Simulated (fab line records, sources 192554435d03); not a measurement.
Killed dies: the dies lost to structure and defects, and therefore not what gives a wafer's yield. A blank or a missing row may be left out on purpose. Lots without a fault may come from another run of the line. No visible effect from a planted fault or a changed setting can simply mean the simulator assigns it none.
fab line records ; flow n5Finfet
[record] lots = 10; wafers = 29; lastDay = 21
route steps=1938 shown BEOL_M1@812 BEOL_M2@842 BEOL_M4@1111
lots that met no fault: from a run of the same line without faults
startH: hours from the record's first day to the start of the lot's first wafer shown ; waitH: time in hours since the lot's previous step ; " as in the row above ; L1.1+2: a row that stands for several wafers ; - no value, or no start given ; * or withheld: withheld ; < > ~ a bound
route shown NAME@n: names a module that has steps shown in the file, with the first one's number in the route ; usual: mean and standard deviation over wafers with no fault ; same: alike in all rows ; chamber/n: place in a boat ; sites: readings site by site ; _std_site: standard deviation across them ; _edge_site: the outer-site mean with the inner-site mean subtracted ; radiusMm: how far each site lies from the wafer's centre ; mask NAME#n: copy n ; behind: the most recent tool/chamber to have shaped the wafer ; hold: why the lot went on hold/how many hours it stayed there/how the hold came to an end ; device: the n, p or np transistor that did not switch ; end of line: the tests these same wafers got at the end of their route ; a step without rows: its recipe alone ; killed: at the first sort, the dies lost to defects and structure; wafer yield is something else ; map: dies across one wafer; x = killed, . = not, _ = none there
set.NAME: the setting as run; set.NAME@STEP: as run at that earlier step ; model.NAME: the simulator's own value behind a step, which no gauge read
steps of the route over a sample of lots; a table a step, a row a wafer
services: the hour from which a tool's chamber was out of use, counted from the record's first day as startH (under 0 if before that day), plus the number of hours and why
[[steps]]
[step N5_BEOL_M1_SURFACE_TREAT_85]
[recipe] gas = Ar; timeS = *; ionEnergyEv = *; ionCurrentMaCm2 = 0.5; pressureMtorr = *; arFlowSccm = 30
[usual] throttleValvePct = *
lot.wafer;tool;chamber;startH;waitH;throttleValvePct
L598.1;pvdSputter-01;-;172.76;0.1;*
L598.4;pvdSputter-01;-;172.76;0.1;*
L598.6;pvdSputter-01;-;172.76;0.1;*
L599.2;pvdSputter-01;-;172.90;0.2;*
L599.4;pvdSputter-01;-;172.90;0.2;*
L601.2;pvdSputter-02;-;175.93;0.1;*
L601.3;pvdSputter-02;-;175.93;0.1;*
L601.5;pvdSputter-02;-;175.93;0.1;*
L600.2;pvdSputter-01;-;176.42;0.4;*
L600.4;pvdSputter-01;-;176.42;0.4;*
L600.6;pvdSputter-01;-;176.42;0.4;*
L602.2;pvdSputter-02;-;184.23;0.2;*
L602.4;pvdSputter-02;-;184.23;0.2;*
L602.5;pvdSputter-02;-;184.23;0.2;*
L604.2;pvdSputter-02;-;198.28;0.1;*
L604.4;pvdSputter-02;-;198.28;0.1;*
L604.5;pvdSputter-02;-;198.28;0.1;*
L605.3;pvdSputter-02;-;201.78;0.2;*
L605.5;pvdSputter-02;-;201.78;0.2;*
L605.6;pvdSputter-02;-;201.78;0.2;*
L614.3;pvdSputter-02;-;238.49;1.9;*
L614.4;pvdSputter-02;-;238.49;1.9;*
L614.6;pvdSputter-02;-;238.49;1.9;*
L615.3;pvdSputter-03;-;241.20;0.1;*
L615.4;pvdSputter-03;-;241.20;0.1;*
L615.5;pvdSputter-03;-;241.20;0.1;*
L618.2;pvdSputter-01;-;260.50;0.2;*
L618.3;pvdSputter-01;-;260.50;0.2;*
L618.4;pvdSputter-01;-;260.50;0.2;*
[step N5_BEOL_M1_THK_MEAS_53]
[recipe] thkMeasGauge = xrf; reads = Cu_of_BEOL_M1_ECD_50
[usual] M1_THK = 40.1/2.1
lot.wafer;tool;chamber;startH;waitH;M1_THK[nm]
L598.1;filmMetro-02;-;175.55;-;38.1
L598.4;filmMetro-02;-;175.55;-;35.0
L598.6;filmMetro-02;-;175.55;-;38.3
L599.2;filmMetro-02;-;175.93;-;40.0
L599.4;filmMetro-02;-;175.93;-;40.1
L601.2;filmMetro-01;-;178.71;-;35.3
L601.3;filmMetro-01;-;178.71;-;39.8
L601.5;filmMetro-01;-;178.71;-;41.4
L600.2;filmMetro-02;-;179.48;-;40.6
L600.4;filmMetro-02;-;179.48;-;39.4
L600.6;filmMetro-02;-;179.48;-;39.1
L602.2;filmMetro-01;-;187.17;-;37.1
L602.4;filmMetro-01;-;187.17;-;41.4
L602.5;filmMetro-01;-;187.17;-;39.9
L604.2;filmMetro-01;-;201.25;-;39.5
L604.4;filmMetro-01;-;201.25;-;41.1
L604.5;filmMetro-01;-;201.25;-;37.4
L605.3;filmMetro-01;-;204.82;-;36.7
L605.5;filmMetro-01;-;204.82;-;37.6
L605.6;filmMetro-01;-;204.82;-;39.3
L614.3;filmMetro-01;-;241.77;-;41.1
L614.4;filmMetro-01;-;241.77;-;38.3
L614.6;filmMetro-01;-;241.77;-;38.8
L615.3;filmMetro-01;-;243.97;-;36.0
L615.4;filmMetro-01;-;243.97;-;40.7
L615.5;filmMetro-01;-;243.97;-;40.6
L618.2;filmMetro-01;-;263.57;-;40.2
L618.3;filmMetro-01;-;263.57;-;41.1
L618.4;filmMetro-01;-;263.57;-;40.7
[step N5_BEOL_M1_CO_CAP_55]
[recipe] material = Co; targetThkA = 20; tempC = 200; precursor = CCTBA/H2; pressureTorr = 30; timeS = 102.1
[usual] heaterPowerW = 230/14; runLengthS = 124.9/0.55
lot.wafer;tool;chamber;startH;waitH;heaterPowerW;runLengthS
L598.1;cvdCo-01;2;175.63;0.0;236;125.2
L598.4;cvdCo-01;0;175.63;0.0;241;125.8
L598.6;cvdCo-01;1;175.63;0.0;248;123.9
L599.2;cvdCo-01;0;176.01;0.0;246;125.2
L599.4;cvdCo-01;1;176.01;0.0;245;124.4
L601.2;cvdCo-02;2;178.78;0.0;225;124.5
L601.3;cvdCo-02;0;178.78;0.0;211;124.6
L601.5;cvdCo-02;0;178.78;0.0;200;124.8
L600.2;cvdCo-02;2;179.55;0.0;225;124.1
L600.4;cvdCo-02;0;179.55;0.0;207;124.9
L600.6;cvdCo-02;1;179.55;0.0;230;125.2
L602.2;cvdCo-02;1;187.24;0.0;228;124.9
L602.4;cvdCo-02;2;187.24;0.0;226;124.1
L602.5;cvdCo-02;0;187.24;0.0;209;124.7
L604.2;cvdCo-02;2;201.32;0.0;225;124.1
L604.4;cvdCo-02;0;201.32;0.0;207;125.2
L604.5;cvdCo-02;2;201.32;0.0;228;124.2
L605.3;cvdCo-01;1;204.89;0.0;242;124.2
L605.5;cvdCo-01;0;204.89;0.0;231;59.1
L605.6;cvdCo-01;2;204.89;0.0;231;58.7
L614.3;cvdCo-02;1;241.94;0.0;231;125.0
L614.4;cvdCo-02;0;241.94;0.0;204;124.4
L614.6;cvdCo-02;2;241.94;0.0;227;124.5
L615.3;cvdCo-02;2;244.04;0.0;224;124.3
L615.4;cvdCo-02;0;244.04;0.0;200;124.5
L615.5;cvdCo-02;1;244.04;0.0;230;125.3
L618.2;cvdCo-02;0;263.65;0.0;205;124.7
L618.3;cvdCo-02;1;263.65;0.0;230;125.0
L618.4;cvdCo-02;2;263.65;0.0;223;124.7
[step N5_BEOL_M2_THK_MEAS_01]
[recipe] reads = SiOC_of_BEOL_M2_ILD_DEP_00
[usual] M2_ILD_THK = 79.0/1
lot.wafer;tool;chamber;startH;waitH;M2_ILD_THK[nm]
L598.1;filmMetro-02;-;175.95;0.0;77.7
L598.4;filmMetro-02;-;175.95;0.0;79.3
L598.6;filmMetro-02;-;175.95;0.0;79.8
L599.2;filmMetro-01;-;176.32;0.1;77.3
L599.4;filmMetro-01;-;176.32;0.1;78.5
L601.2;filmMetro-02;-;179.10;0.1;78.6
L601.3;filmMetro-02;-;179.10;0.1;77.2
L601.5;filmMetro-02;-;179.10;0.1;80.2
L600.2;filmMetro-01;-;179.87;0.1;78.9
L600.4;filmMetro-01;-;179.87;0.1;79.4
L600.6;filmMetro-01;-;179.87;0.1;79.2
L602.2;filmMetro-01;-;187.56;0.1;77.3
L602.4;filmMetro-01;-;187.56;0.1;80.3
L602.5;filmMetro-01;-;187.56;0.1;78.7
L604.2;filmMetro-01;-;201.65;0.1;78.7
L604.4;filmMetro-01;-;201.65;0.1;79.6
L604.5;filmMetro-01;-;201.65;0.1;79.0
L605.3;filmMetro-02;-;205.26;0.1;79.8
L605.5;filmMetro-02;-;205.26;0.1;79.9
L605.6;filmMetro-02;-;205.26;0.1;79.1
L614.3;filmMetro-01;-;242.27;0.1;79.8
L614.4;filmMetro-01;-;242.27;0.1;78.3
L614.6;filmMetro-01;-;242.27;0.1;79.4
L615.3;filmMetro-02;-;244.38;0.1;77.5
L615.4;filmMetro-02;-;244.38;0.1;78.3
L615.5;filmMetro-02;-;244.38;0.1;78.3
L618.2;filmMetro-01;-;263.97;0.1;78.2
L618.3;filmMetro-01;-;263.97;0.1;78.9
L618.4;filmMetro-01;-;263.97;0.1;79.1
[step N5_BEOL_M4_RC_MEAS_101]
[usual] DIBL_N = 36.1/2.3; DIBL_P = 36/3.2; IOFF_N = 0.16/0.045; IOFF_P = 0.21/0.049; ION_N = 674/14; ION_P = 462/8.4; SS_N = 71.6/0.83; SS_P = 73.2/0.87; VT_N = 249/3.8; VT_P = -250/3.4
lot.wafer;tool;chamber;startH;waitH;DIBL_N[mV/V];DIBL_P[mV/V];IOFF_N[nA/um];IOFF_P[nA/um];ION_N[uA/um];ION_P[uA/um];SS_N[mV/dec];SS_P[mV/dec];VT_N[mV];VT_P[mV]
L598.1;prober-02;0;236.98;0.3;35.1;34;0.13;0.21;659;461;70.7;72.9;250;-249
L598.4;prober-02;0;236.98;0.3;39.1;39;0.20;0.28;675;466;72.3;73.6;248;-246
L598.6;prober-02;0;236.98;0.3;37.9;37;0.18;0.25;673;465;71.7;73.7;248;-245
L601.2;prober-01;0;260.07;0.2;39.1;42;0.22;0.29;686;468;72.3;74.4;246;-246
L601.3;prober-01;0;260.07;0.2;38.2;40;0.20;0.26;679;465;72.0;73.7;248;-246
L601.5;prober-01;0;260.07;0.2;36.7;39;0.19;0.26;695;481;71.3;73.7;244;-246
L600.2;prober-01;0;266.49;0.2;36.3;33;0.14;0.18;650;449;71.9;72.9;254;-250
L600.4;prober-01;0;266.49;0.2;33.2;30;0.10;0.15;672;459;71.6;72.3;255;-253
L600.6;prober-01;0;266.49;0.2;36.7;35;0.14;0.21;682;470;72.0;73.0;253;-250
L599.2;prober-01;0;271.85;0.2;33.3;35;0.12;0.19;655;460;70.6;73.0;254;-250
L599.4;prober-01;0;271.85;0.2;34.5;36;0.13;0.23;664;464;70.5;72.7;249;-244
L604.2;prober-02;0;277.70;0.2;35.9;36;0.16;0.18;671;449;71.5;74.0;248;-250
L604.4;prober-02;0;277.70;0.2;31.9;31;0.10;0.13;663;451;69.7;72.0;252;-256
L604.5;prober-02;0;277.70;0.2;35.3;34;0.16;0.17;670;453;70.8;72.7;246;-255
L602.2;prober-02;0;280.86;0.2;35.8;36;0.15;0.20;674;458;71.7;72.9;249;-251
L602.4;prober-02;0;280.86;0.2;34.3;34;0.13;0.17;669;461;71.1;72.6;249;-252
L602.5;prober-02;0;280.86;0.2;34.7;35;0.14;0.19;677;460;70.5;72.1;249;-251
L605.3;prober-02;0;311.05;0.3;37.8;38;0.18;0.23;684;470;72.6;73.9;251;-250
L605.5;prober-02;0;311.05;0.3;42.2;44;0.31;0.34;692;471;73.7;76.2;243;-247
L605.6;prober-02;0;311.05;0.3;36.9;37;0.17;0.22;694;468;71.5;73.5;246;-250
L614.3;prober-01;0;329.74;0.3;31.4;30;0.09;0.13;645;446;69.8;72.4;255;-258
L614.4;prober-01;0;329.74;0.3;37.2;36;0.19;0.20;672;462;71.5;73.5;247;-249
L614.6;prober-01;0;329.74;0.3;36.4;35;0.16;0.19;668;458;71.4;73.7;250;-254
L615.3;prober-01;0;355.20;0.3;34.4;36;0.14;0.16;672;458;71.9;72.9;251;-255
L615.4;prober-01;0;355.20;0.3;35.0;37;0.14;0.19;678;466;72.0;73.1;254;-256
L615.5;prober-01;0;355.20;0.3;35.4;37;0.15;0.19;676;465;72.3;73.5;251;-253
L618.2;prober-02;0;358.83;0.2;37.6;38;0.17;0.20;673;458;71.3;73.8;248;-252
L618.3;prober-02;0;358.83;0.2;39.2;41;0.21;0.28;674;466;72.2;75.1;249;-249
L618.4;prober-02;0;358.83;0.2;36.5;37;0.15;0.20;675;462;71.2;73.9;248;-254
[[services]]
tool;chamber;startH;hours;kind
cvdCo-01;-;157.58;0.9;repair
cvdCo-02;-;188.89;6.0;pm
cvdCo-01;1;211.05;4.3;repair
pvdSputter-03;-;216.35;1.0;repair
[[key]]
[firstSign] step = N5_BEOL_M1_CO_CAP_55; reading = runLengthS; direction = down; sigmas = 99+; usual = *; struck = *
effect none on later readings
metAt N5_BEOL_M1_CO_CAP_55
struckLots L605
struckWafers L605.5,L605.6
notActingAt N5_BEOL_M1_SURFACE_TREAT_85,N5_BEOL_M1_THK_MEAS_53,N5_BEOL_M2_THK_MEAS_01
onsetBetween 176.01 204.89
[fault] kind = processParameterDrift; tool = cvdCo-01; chamber = -; onsetH = 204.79; steps = N5_BEOL_M1_CO_CAP_55; channel = timeS; offset = *; shape = step; endH = 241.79; scope = struckWafersOnly; actsIn = *; stated = *
